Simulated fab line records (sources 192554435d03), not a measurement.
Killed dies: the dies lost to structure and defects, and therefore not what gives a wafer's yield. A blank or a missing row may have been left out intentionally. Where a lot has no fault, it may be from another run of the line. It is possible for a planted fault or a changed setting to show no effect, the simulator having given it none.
Matching of chambers | flow n5Finfet | rieDiel-06 running N5_BEOL_M4_STRIP_19: 4 sister chambers
The step strips in O2. 8 wafers are shown with their chamber, then 8 later ones without.

WAFERS, EACH WITH ITS CHAMBER
wafer  | chamber | showerheadPlenumPTorr (Torr) | drypumpMotorCurrentA (A)
L076.1 | 2       | 2.15                         | 5.17
L076.2 | 0       | 2.00                         | 5.70
L076.6 | 0       | 2.00                         | 5.69
L075.3 | 3       | 2.03                         | 5.27
L080.2 | 2       | 2.14                         | 5.16
L080.3 | 1       | 2.22                         | 5.98
L080.6 | 3       | 2.02                         | 5.25
L088.2 | 1       | 2.22                         | 5.98

WAFERS MISSING THEIR CHAMBER
wafer  | showerheadPlenumPTorr (Torr) | drypumpMotorCurrentA (A)
L088.3 | 2.14                         | 5.17
L088.6 | 2.00                         | 5.70
L090.3 | 2.02                         | 5.28
L090.5 | 2.22                         | 5.99
L090.6 | 2.14                         | 5.12
L095.2 | 2.21                         | 5.96
L095.5 | 2.01                         | 5.25
L095.6 | 2.13                         | 5.14

THE CHAMBER EACH PASSED THROUGH
wafer  | from the rows above | in truth
L088.3 | 2                   | 2
L088.6 | 0                   | 0
L090.3 | 3                   | 3
L090.5 | 1                   | 1
L090.6 | 2                   | 2
L095.2 | 1                   | 1
L095.5 | 3                   | 3
L095.6 | 2                   | 2
Correctly placed: 8 of 8. Number that these rows cannot place: 0. Number placed wrongly: 0.
How it was worked out, from the rows above alone: a wafer's distance from a chamber is the root of the sum, over the readings, of the square of ((its reading less the chamber's mean) divided by the reading's scatter). The wafer belongs to the nearest chamber; if the next one is less than 2 further off, it can't be placed. A chamber's mean is the mean of its shown wafers. The scatter is the square root of a quotient: the sum, over the shown wafers, of each reading's squared deviation from its chamber's mean, divided by wafers minus chambers.
